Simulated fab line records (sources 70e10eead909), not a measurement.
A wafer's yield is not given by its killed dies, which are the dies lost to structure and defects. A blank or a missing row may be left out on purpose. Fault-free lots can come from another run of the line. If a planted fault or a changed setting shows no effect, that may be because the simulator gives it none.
fab line records	flow nandHarc	part 1 of 2: steps 1 to 31 of 42
record lots=5	wafers=15	lastDay=28
route steps=1302 shown A_DECK1_JOINT@542 A_ONON_D2@545 A_CHANNEL_HOLE_D2@570
lots with no fault: from the same line, run without faults
startH: hours from the record's first day to the start of the lot's first wafer shown	waitH: hours since the lot's step before	" as in the row above	L1.1+2: one row covering several wafers at once	- no value, or no start was given	* or withheld: withheld	< > ~ a bound
route shown NAME@n: NAME is a module with steps in the file, n the number in the route of the first one	usual: the fault-free wafers' mean and standard deviation	same: alike in all rows	chamber/n: place in a boat	sites: each site's reading	_std_site: standard deviation of those values	_edge_site: mean of outer sites minus mean of inner sites	radiusMm: how far each site lies from the wafer's centre	mask NAME#n: copy n	behind: the most recent tool/chamber to have shaped the wafer	hold: what put the lot on hold/how long, in hours/how the hold closed	device: whichever transistor did not switch (one of n, p or np)	end of line: tests of these same wafers at the route's end	a step given without rows: its recipe and nothing more	killed: count of dies lost to structure and defects at first sort (not the wafer's yield)	map: dies across one wafer; x = killed, . = not, _ = none there
set.NAME: setting as actually run; set.NAME@STEP: the setting as run at that earlier step	model.NAME: the simulator's own value behind a step, which no gauge read
lots at selected steps of the route; one table per step, one row per wafer
services: from which hour (startH, from the record's first day; less than 0 if before it) a tool's chamber was out of use, for how many hours, and why
## steps
# step NHARC_A_DECK1_JOINT_DEP_16
# recipe targetThkA=450	tempC=400	pressureTorr=6.5	rfW=900	teosFlowSccm=161.4	flowSccm=2650	targetThkNm=45	gas=O2	material=SiO2
# usual heaterPowerW=519/87	showerheadVppV=1861/100	throttleValvePct=15.9/0.46
lot.wafer	tool	chamber	startH	waitH	heaterPowerW	showerheadVppV	throttleValvePct
L075.1	pecvd-01	1	276.48	0.1	380	1777	16.2
L075.2	"	2	"	"	521	1877	16.0
L075.5	"	1	"	"	377	1820	16.2
L076.1	pecvd-01	0	298.35	0.1	519	1789	15.7
L076.2	"	2	"	"	380	1856	16.0
L076.5	"	1	"	"	441	1771	16.3
L077.1	pecvd-03	2	298.41	0.1	428	1695	16.3
L077.6	"	0	"	"	656	1945	16.0
L077.4	"	1	"	"	624	1804	16.4
L080.2	pecvd-03	2	321.85	0.1	342	1725	16.5
L080.1	"	0	"	"	667	1971	16.4
L080.4	"	0	"	"	670	1937	16.2
L084.2	pecvd-01	2	372.04	0.1	424	1858	15.6
L084.4	"	0	"	"	609	1806	15.4
L084.6	"	2	"	"	416	1868	15.5
# step NHARC_A_DECK1_JOINT_THK_MEAS_17
# recipe thkMeasGauge=ellipsometry
# usual thkNm=44.8/1.3
lot.wafer	tool	chamber	startH	waitH	thkNm
L075.1	filmMetro-02	-	276.76	0.3	43.5
L075.2	"	-	"	"	43.9
L075.5	"	-	"	"	47.1
L076.1	filmMetro-02	-	298.63	0.3	44.0
L076.2	"	-	"	"	41.8
L076.5	"	-	"	"	45.2
L077.1	filmMetro-01	-	298.63	0.2	45.5
L077.4	"	-	"	"	44.6
L077.6	"	-	"	"	45.2
L080.1	filmMetro-01	-	322.10	0.2	45.9
L080.2	"	-	"	"	44.9
L080.4	"	-	"	"	45.3
L084.2	filmMetro-01	-	372.26	0.2	43.6
L084.4	"	-	"	"	46.1
L084.6	"	-	"	"	41.6
# step NHARC_A_DECK1_JOINT_INSPECT_05
# usual rawDefectCount=320/100
lot.wafer	tool	chamber	startH	waitH	rawDefectCount
L075.1	defectInspect-01	-	276.80	0.0	457
L075.2	"	-	"	"	320
L075.5	"	-	"	"	306
L076.1	defectInspect-02	-	298.66	0.0	265
L076.2	"	-	"	"	273
L076.5	"	-	"	"	271
L077.1	defectInspect-01	-	298.67	0.0	286
L077.4	"	-	"	"	443
L077.6	"	-	"	"	239
L080.1	defectInspect-02	-	322.13	0.0	273
L080.2	"	-	"	"	215
L080.4	"	-	"	"	595
L084.2	defectInspect-02	-	372.30	0.0	466
L084.4	"	-	"	"	235
L084.6	"	-	"	"	347
# step NHARC_A_ONON_D2_DEP_00
# recipe targetThkA=10000	n2FlowSccm=2750	n2oFlowSccm=2000	nh3FlowSccm=500	sih4FlowSccm=210	tempC=400
lot.wafer	tool	chamber	startH	waitH
L075.1+2+5	pecvdOnon-03	0	276.86	0.1
L076.1+2+5	pecvdOnon-01	0	298.73	0.1
L077.1+4+6	pecvdOnon-02	0	298.73	0.1
L080.1+2+4	pecvdOnon-01	0	322.20	0.1
L084.2+4+6	pecvdOnon-03	0	372.42	0.1
# step NHARC_A_ONON_D2_THK_MEAS_02
# recipe thkMeasGauge=ellipsometry
# usual thkNm=1001/11
lot.wafer	tool	chamber	startH	waitH	thkNm
L075.1	filmMetro-02	-	277.38	-	982
L075.2	"	-	"	"	980
L075.5	"	-	"	"	979
L076.1	filmMetro-02	-	299.24	-	991
L076.2	"	-	"	"	991
L076.5	"	-	"	"	991
L077.1	filmMetro-01	-	299.25	-	994
L077.4	"	-	"	"	995
L077.6	"	-	"	"	995
L080.1	filmMetro-02	-	322.71	-	1007
L080.2	"	-	"	"	1008
L080.4	"	-	"	"	1008
L084.2	filmMetro-01	-	372.87	-	1003
L084.4	"	-	"	"	1003
L084.6	"	-	"	"	1002
# step NHARC_A_ONON_D2_DEP_03
# recipe targetThkA=10000	n2FlowSccm=2750	n2oFlowSccm=2000	nh3FlowSccm=500	sih4FlowSccm=210	tempC=400
lot.wafer	tool	chamber	startH	waitH
L075.1+2+5	pecvdOnon-03	0	277.43	0.1
L076.1+2+5	pecvdOnon-03	0	299.30	0.1
L077.1+4+6	pecvdOnon-01	0	299.30	0.1
L080.1+2+4	pecvdOnon-02	0	322.76	0.1
L084.2+4+6	pecvdOnon-03	0	372.98	0.1
# step NHARC_A_ONON_D2_THK_MEAS_05
# recipe thkMeasGauge=ellipsometry
# usual thkNm=1001/12
lot.wafer	tool	chamber	startH	waitH	thkNm
L075.1	filmMetro-02	-	277.95	-	1001
L075.2	"	-	"	"	1001
L075.5	"	-	"	"	1000
L076.1	filmMetro-01	-	299.80	-	1010
L076.2	"	-	"	"	1010
L076.5	"	-	"	"	1012
L077.1	filmMetro-01	-	299.81	-	1013
L077.4	"	-	"	"	1015
L077.6	"	-	"	"	1013
L080.1	filmMetro-02	-	323.28	-	998
L080.2	"	-	"	"	997
L080.4	"	-	"	"	996
L084.2	filmMetro-01	-	373.43	-	1016
L084.4	"	-	"	"	1016
L084.6	"	-	"	"	1018
# step NHARC_A_ONON_D2_DEP_06
# recipe targetThkA=10000	n2FlowSccm=2750	n2oFlowSccm=2000	nh3FlowSccm=500	sih4FlowSccm=210	tempC=400
lot.wafer	tool	chamber	startH	waitH
L075.1+2+5	pecvdOnon-03	0	278.00	0.1
L076.1+2+5	pecvdOnon-02	0	299.86	0.1
L077.1+4+6	pecvdOnon-03	0	299.87	0.1
L080.1+2+4	pecvdOnon-03	0	323.33	0.1
L084.2+4+6	pecvdOnon-03	0	373.54	0.1
# step NHARC_A_ONON_D2_THK_MEAS_08
# recipe thkMeasGauge=ellipsometry
# usual thkNm=999/9.9
lot.wafer	tool	chamber	startH	waitH	thkNm
L075.1	filmMetro-01	-	278.51	-	991
L075.2	"	-	"	"	993
L075.5	"	-	"	"	995
L076.1	filmMetro-02	-	300.37	-	986
L076.2	"	-	"	"	987
L076.5	"	-	"	"	987
L077.1	filmMetro-01	-	300.38	-	993
L077.4	"	-	"	"	992
L077.6	"	-	"	"	994
L080.1	filmMetro-01	-	323.84	-	1012
L080.2	"	-	"	"	1011
L080.4	"	-	"	"	1013
L084.2	filmMetro-02	-	373.99	-	1002
L084.4	"	-	"	"	1002
L084.6	"	-	"	"	1001
# step NHARC_A_ONON_D2_DEP_09
# recipe targetThkA=10000	n2FlowSccm=2750	n2oFlowSccm=2000	nh3FlowSccm=500	sih4FlowSccm=210	tempC=400
lot.wafer	tool	chamber	startH	waitH
L075.1+2+5	pecvdOnon-03	0	278.56	0.1
L076.1+2+5	pecvdOnon-01	0	300.43	0.1
L077.1+4+6	pecvdOnon-02	0	300.43	0.1
L080.1+2+4	pecvdOnon-01	0	323.89	0.1
L084.2+4+6	pecvdOnon-03	0	374.11	0.1
# step NHARC_A_ONON_D2_THK_MEAS_11
# recipe thkMeasGauge=ellipsometry
# usual thkNm=998/11
lot.wafer	tool	chamber	startH	waitH	thkNm
L075.1	filmMetro-01	-	279.07	-	1014
L075.2	"	-	"	"	1014
L075.5	"	-	"	"	1013
L076.1	filmMetro-01	-	300.93	-	983
L076.2	"	-	"	"	984
L076.5	"	-	"	"	982
L077.1	filmMetro-02	-	300.94	-	990
L077.4	"	-	"	"	990
L077.6	"	-	"	"	990
L080.1	filmMetro-01	-	324.41	-	987
L080.2	"	-	"	"	987
L080.4	"	-	"	"	986
L084.2	filmMetro-01	-	374.57	-	981
L084.4	"	-	"	"	979
L084.6	"	-	"	"	979
# step NHARC_A_ONON_D2_DEP_12
# recipe targetThkA=10000	n2FlowSccm=2750	n2oFlowSccm=2000	nh3FlowSccm=500	sih4FlowSccm=210	tempC=400
lot.wafer	tool	chamber	startH	waitH
L075.1+2+5	pecvdOnon-03	0	279.13	0.1
L076.1+2+5	pecvdOnon-03	0	300.99	0.1
L077.1+4+6	pecvdOnon-01	0	301.00	0.1
L080.1+2+4	pecvdOnon-02	0	324.46	0.1
L084.2+4+6	pecvdOnon-03	0	374.69	0.1
# step NHARC_A_ONON_D2_THK_MEAS_14
# recipe thkMeasGauge=ellipsometry
# usual thkNm=1001/10
lot.wafer	tool	chamber	startH	waitH	thkNm
L075.1	filmMetro-01	-	279.64	-	1012
L075.2	"	-	"	"	1013
L075.5	"	-	"	"	1012
L076.1	filmMetro-01	-	301.49	-	1013
L076.2	"	-	"	"	1012
L076.5	"	-	"	"	1013
L077.1	filmMetro-02	-	301.51	-	983
L077.4	"	-	"	"	980
L077.6	"	-	"	"	983
L080.1	filmMetro-01	-	324.97	-	989
L080.2	"	-	"	"	989
L080.4	"	-	"	"	989
L084.2	filmMetro-01	-	375.13	-	989
L084.4	"	-	"	"	989
L084.6	"	-	"	"	991
# step NHARC_A_ONON_D2_ANNEAL_15
# recipe tempC=750	timeS=3600
# usual spikeTcBottomC=770.4/2.7	spikeTcUpperC=750.4/1.7	tubeCenterTempC=750/0.063	zonePowerTopPct=24.6/0.4
lot.wafer	tool	chamber	startH	waitH	spikeTcBottomC	spikeTcUpperC	tubeCenterTempC	zonePowerTopPct
L075.1	furnace-05	0	282.67	3.0	768.3	750.3	750.02	24.4
L075.2	"	0	"	"	767.5	748.3	749.96	24.2
L075.5	"	0	"	"	767.7	750.0	749.97	24.7
L076.1	furnace-06	0	307.38	5.9	773.1	751.2	750	25.5
L076.2	"	0	"	"	774.9	751.3	750.01	24.4
L076.5	"	0	"	"	773.2	751.7	750.01	24.7
L077.1	furnace-06	0	307.38	5.9	774.9	751.8	750.16	24.9
L077.4	"	0	"	"	773.9	752.3	750.01	25.2
L077.6	"	0	"	"	772.1	753.6	750	24.6
L080.1	furnace-07	0	328.65	3.7	772.4	752.2	749.9	25.4
L080.2	"	0	"	"	769.5	750.8	750	25.4
L080.4	"	0	"	"	767.0	749.0	749.9	25.2
L084.2	furnace-05	0	378.16	3.0	767.8	749.0	750.05	24.4
L084.4	"	0	"	"	768.8	749.1	750.12	24.2
L084.6	"	0	"	"	769.1	750.5	749.99	24.4
# step NHARC_A_ONON_D2_DEP_16
# recipe targetThkA=10000	n2FlowSccm=2750	n2oFlowSccm=2000	nh3FlowSccm=500	sih4FlowSccm=210	tempC=400
lot.wafer	tool	chamber	startH	waitH
L075.1+2+5	pecvdOnon-01	0	286.51	0.4
L076.1+2+5	pecvdOnon-01	0	311.15	0.4
L077.1+4+6	pecvdOnon-03	0	311.18	0.4
L080.1+2+4	pecvdOnon-01	0	332.50	0.4
L084.2+4+6	pecvdOnon-01	0	382.02	0.4
# step NHARC_A_ONON_D2_THK_MEAS_18
# recipe thkMeasGauge=ellipsometry
# usual thkNm=996/7.6
lot.wafer	tool	chamber	startH	waitH	thkNm
L075.1	filmMetro-02	-	287.02	-	994
L075.2	"	-	"	"	996
L075.5	"	-	"	"	995
L076.1	filmMetro-02	-	311.66	-	1000
L076.2	"	-	"	"	1001
L076.5	"	-	"	"	1000
L077.1	filmMetro-02	-	311.70	-	991
L077.4	"	-	"	"	991
L077.6	"	-	"	"	991
L080.1	filmMetro-02	-	333.02	-	974
L080.2	"	-	"	"	972
L080.4	"	-	"	"	974
L084.2	filmMetro-01	-	382.48	-	984
L084.4	"	-	"	"	986
L084.6	"	-	"	"	985
# step NHARC_A_ONON_D2_DEP_19
# recipe targetThkA=10000	n2FlowSccm=2750	n2oFlowSccm=2000	nh3FlowSccm=500	sih4FlowSccm=210	tempC=400
lot.wafer	tool	chamber	startH	waitH
L075.1+2+5	pecvdOnon-02	0	287.07	0.1
L076.1+2+5	pecvdOnon-02	0	311.72	0.1
L077.1+4+6	pecvdOnon-01	0	311.76	0.1
L080.1+2+4	pecvdOnon-02	0	333.08	0.1
L084.2+4+6	pecvdOnon-03	0	382.59	0.1
# step NHARC_A_ONON_D2_THK_MEAS_21
# recipe thkMeasGauge=ellipsometry
# usual thkNm=1001/11
lot.wafer	tool	chamber	startH	waitH	thkNm
L075.1	filmMetro-01	-	287.58	-	1009
L075.2	"	-	"	"	1007
L075.5	"	-	"	"	1008
L076.1	filmMetro-02	-	312.23	-	1005
L076.2	"	-	"	"	1003
L076.5	"	-	"	"	1004
L077.1	filmMetro-01	-	312.27	-	993
L077.4	"	-	"	"	993
L077.6	"	-	"	"	994
L080.1	filmMetro-01	-	333.59	-	1025
L080.2	"	-	"	"	1024
L080.4	"	-	"	"	1024
L084.2	filmMetro-01	-	383.05	-	991
L084.4	"	-	"	"	994
L084.6	"	-	"	"	994
# step NHARC_A_ONON_D2_DEP_22
# recipe targetThkA=10000	n2FlowSccm=2750	n2oFlowSccm=2000	nh3FlowSccm=500	sih4FlowSccm=210	tempC=400
lot.wafer	tool	chamber	startH	waitH
L075.1+2+5	pecvdOnon-02	0	287.63	0.1
L076.1+2+5	pecvdOnon-03	0	312.29	0.1
L077.1+4+6	pecvdOnon-02	0	312.32	0.1
L080.1+2+4	pecvdOnon-03	0	333.64	0.1
L084.2+4+6	pecvdOnon-02	0	383.16	0.1
# step NHARC_A_ONON_D2_THK_MEAS_24
# recipe thkMeasGauge=ellipsometry
# usual thkNm=998/8.6
lot.wafer	tool	chamber	startH	waitH	thkNm
L075.1	filmMetro-02	-	288.14	-	999
L075.2	"	-	"	"	998
L075.5	"	-	"	"	1000
L076.1	filmMetro-02	-	312.80	-	1008
L076.2	"	-	"	"	1006
L076.5	"	-	"	"	1009
L077.1	filmMetro-01	-	312.84	-	1004
L077.4	"	-	"	"	1007
L077.6	"	-	"	"	1006
L080.1	filmMetro-02	-	334.15	-	1009
L080.2	"	-	"	"	1008
L080.4	"	-	"	"	1009
L084.2	filmMetro-01	-	383.61	-	990
L084.4	"	-	"	"	988
L084.6	"	-	"	"	990
# step NHARC_A_ONON_D2_DEP_25
# recipe targetThkA=10000	n2FlowSccm=2750	n2oFlowSccm=2000	nh3FlowSccm=500	sih4FlowSccm=210	tempC=400
lot.wafer	tool	chamber	startH	waitH
L075.1+2+5	pecvdOnon-03	0	288.20	0.1
L076.1+2+5	pecvdOnon-01	0	312.85	0.1
L077.1+4+6	pecvdOnon-03	0	312.89	0.1
L080.1+2+4	pecvdOnon-01	0	334.21	0.1
L084.2+4+6	pecvdOnon-02	0	383.73	0.1
# step NHARC_A_ONON_D2_THK_MEAS_27
# recipe thkMeasGauge=ellipsometry
# usual thkNm=1002/11
lot.wafer	tool	chamber	startH	waitH	thkNm
L075.1	filmMetro-02	-	288.70	-	995
L075.2	"	-	"	"	995
L075.5	"	-	"	"	998
L076.1	filmMetro-01	-	313.37	-	994
L076.2	"	-	"	"	993
L076.5	"	-	"	"	995
L077.1	filmMetro-02	-	313.41	-	1022
L077.4	"	-	"	"	1019
L077.6	"	-	"	"	1021
L080.1	filmMetro-02	-	334.72	-	1010
L080.2	"	-	"	"	1011
L080.4	"	-	"	"	1008
L084.2	filmMetro-01	-	384.18	-	982
L084.4	"	-	"	"	982
L084.6	"	-	"	"	984
# step NHARC_A_ONON_D2_DEP_28
# recipe targetThkA=10000	n2FlowSccm=2750	n2oFlowSccm=2000	nh3FlowSccm=500	sih4FlowSccm=210	tempC=400
lot.wafer	tool	chamber	startH	waitH
L075.1+2+5	pecvdOnon-01	0	288.76	0.1
L076.1+2+5	pecvdOnon-02	0	313.42	0.1
L077.1+4+6	pecvdOnon-01	0	313.46	0.1
L080.1+2+4	pecvdOnon-02	0	334.78	0.1
L084.2+4+6	pecvdOnon-01	0	384.30	0.1
# step NHARC_A_ONON_D2_THK_MEAS_30
# recipe thkMeasGauge=ellipsometry
# usual thkNm=1002/8.5
lot.wafer	tool	chamber	startH	waitH	thkNm
L075.1	filmMetro-02	-	289.26	-	994
L075.2	"	-	"	"	992
L075.5	"	-	"	"	993
L076.1	filmMetro-02	-	313.94	-	989
L076.2	"	-	"	"	992
L076.5	"	-	"	"	990
L077.1	filmMetro-01	-	313.97	-	996
L077.4	"	-	"	"	994
L077.6	"	-	"	"	996
L080.1	filmMetro-02	-	335.28	-	996
L080.2	"	-	"	"	996
L080.4	"	-	"	"	997
L084.2	filmMetro-01	-	384.75	-	1001
L084.4	"	-	"	"	1000
L084.6	"	-	"	"	1002
# step NHARC_A_ONON_D2_DEP_33
# recipe targetThkA=2000	tempC=400	pressureTorr=6.5	rfW=900	teosFlowSccm=161.4	flowSccm=2650	targetThkNm=200	gas=O2	material=SiO2
# usual heaterPowerW=523/91	showerheadVppV=1827/80	throttleValvePct=16.0/0.4
lot.wafer	tool	chamber	startH	waitH	heaterPowerW	showerheadVppV	throttleValvePct
L075.1	pecvd-03	2	289.32	0.1	452	1697	16.3
L075.2	"	0	"	"	673	1931	16.3
L075.5	"	0	"	"	681	1909	16.3
L076.1	pecvd-03	2	313.99	0.1	455	1751	16.5
L076.2	"	1	"	"	625	1755	16.4
L076.5	"	0	"	"	681	1928	16.4
L077.1	pecvd-04	2	314.07	0.1	442	1747	15.3
L077.6	"	1	"	"	532	1998	16.4
L077.4	"	2	"	"	432	1742	15.4
L080.2	pecvd-01	2	335.34	0.1	383	1857	15.4
L080.1	"	0	"	"	535	1812	15.2
L080.4	"	0	"	"	556	1839	15.4
L084.2	pecvd-01	1	384.90	0.1	477	1788	15.6
L084.6	"	2	"	"	522	1892	15.5
L084.4	"	0	"	"	594	1821	15.6
# step NHARC_A_ONON_D2_THK_MEAS_34
# recipe thkMeasGauge=ellipsometry
# usual thkNm=200.0/2.7
lot.wafer	tool	chamber	startH	waitH	thkNm
L075.1	filmMetro-02	-	289.73	-	198.6
L075.2	"	-	"	"	200.2
L075.5	"	-	"	"	198.0
L076.1	filmMetro-02	-	314.40	-	201.8
L076.2	"	-	"	"	201.6
L076.5	"	-	"	"	203.9
L077.1	filmMetro-02	-	314.46	-	196.1
L077.4	"	-	"	"	199.9
L077.6	"	-	"	"	203.4
L080.1	filmMetro-01	-	335.92	0.4	200.7
L080.2	"	-	"	"	200.8
L080.4	"	-	"	"	203.2
L084.2	filmMetro-01	-	385.23	-	195.9
L084.4	"	-	"	"	200.5
L084.6	"	-	"	"	200.6
# step NHARC_A_ONON_D2_INSPECT_32
# usual rawDefectCount=400/130
lot.wafer	tool	chamber	startH	waitH	rawDefectCount
L075.1	defectInspect-01	-	289.80	0.0	597
L075.2	"	-	"	"	406
L075.5	"	-	"	"	391
L076.1	defectInspect-01	-	314.47	0.0	339
L076.2	"	-	"	"	309
L076.5	"	-	"	"	321
L077.1	defectInspect-02	-	314.53	0.0	381
L077.4	"	-	"	"	539
L077.6	"	-	"	"	319
L080.1	defectInspect-01	-	336.00	0.0	319
L080.2	"	-	"	"	258
L080.4	"	-	"	"	714
L084.2	defectInspect-02	-	385.30	0.0	588
L084.4	"	-	"	"	281
L084.6	"	-	"	"	436
# step NHARC_A_CHANNEL_HOLE_D2_DEP_00
# recipe targetThkA=31000	tempC=400	material=aC
# usual throttleValvePct=35.000/0.0089
lot.wafer	tool	chamber	startH	waitH	throttleValvePct
L075.1	aclDep-03	0	289.87	0.1	35.010
L075.2	"	0	"	"	34.998
L075.5	"	0	"	"	35.001
L076.1	aclDep-03	0	316.39	1.9	34.995
L076.2	"	0	"	"	35.000
L076.5	"	0	"	"	34.995
L077.1	aclDep-02	0	316.71	2.2	35.008
L077.4	"	0	"	"	34.992
L077.6	"	0	"	"	34.985
L080.1	aclDep-01	0	336.07	0.1	34.998
L080.2	"	0	"	"	35.011
L080.4	"	0	"	"	34.998
L084.2	aclDep-02	0	387.22	1.9	34.994
L084.4	"	0	"	"	34.993
L084.6	"	0	"	"	34.988
# step NHARC_A_CHANNEL_HOLE_D2_DEP_01
# recipe targetThkA=1400	targetThkNm=140	tempC=400	pressureTorr=3.5	flowSccm=200	rfW=350	material=SiON
# usual heaterPowerW=699/86	showerheadVppV=1163/72
lot.wafer	tool	chamber	startH	waitH	heaterPowerW	showerheadVppV
L075.2	pecvd-03	2	291.80	1.3	660	1067
L075.1	"	0	"	"	768	1218
L075.5	"	0	"	"	774	1213
L076.2	pecvd-04	0	318.45	1.4	548	1127
L076.1	"	1	"	"	655	1226
L076.5	"	0	"	"	575	1136
L077.1	pecvd-04	2	318.65	1.6	622	1113
L077.4	"	0	"	"	686	1131
L077.6	"	1	"	"	676	1239
L080.2	pecvd-04	2	338.01	1.3	520	1089
L080.1	"	0	"	"	638	1138
L080.4	"	1	"	"	768	1247
L084.2	pecvd-03	2	388.85	1.3	665	1072
L084.6	"	1	"	"	825	1119
L084.4	"	2	"	"	682	1082
# step NHARC_A_CHANNEL_HOLE_D2_DEHYDRATE_02
# recipe tempC=150	timeS=120
# usual heaterPowerTotalW=182.6/1.3
lot.wafer	tool	chamber	startH	waitH	heaterPowerTotalW
L075.1	lithoTrack-06	0	292.04	0.2	183.6
L075.2	"	0	"	"	180.6
L075.5	"	0	"	"	181.9
L076.1	lithoTrack-01	0	318.72	0.2	181.9
L076.2	"	0	"	"	184.0
L076.5	"	0	"	"	183.9
L077.1	lithoTrack-04	0	318.92	0.2	183.5
L077.4	"	0	"	"	182.4
L077.6	"	0	"	"	182.4
L080.1	lithoTrack-01	0	338.27	0.2	181.9
L080.2	"	0	"	"	181.3
L080.4	"	0	"	"	184.4
L084.2	lithoTrack-06	0	389.07	0.2	184.5
L084.4	"	0	"	"	180.5
L084.6	"	0	"	"	182.1
# step NHARC_A_CHANNEL_HOLE_D2_HMDS_03
# recipe timeS=30
lot.wafer	tool	chamber	startH	waitH
L075.1+2+5	lithoTrack-06	0	-	-
L076.1+2+5	lithoTrack-01	0	-	-
L077.1+4+6	lithoTrack-04	0	-	-
L080.1+2+4	lithoTrack-01	0	-	-
L084.2+4+6	lithoTrack-06	0	-	-
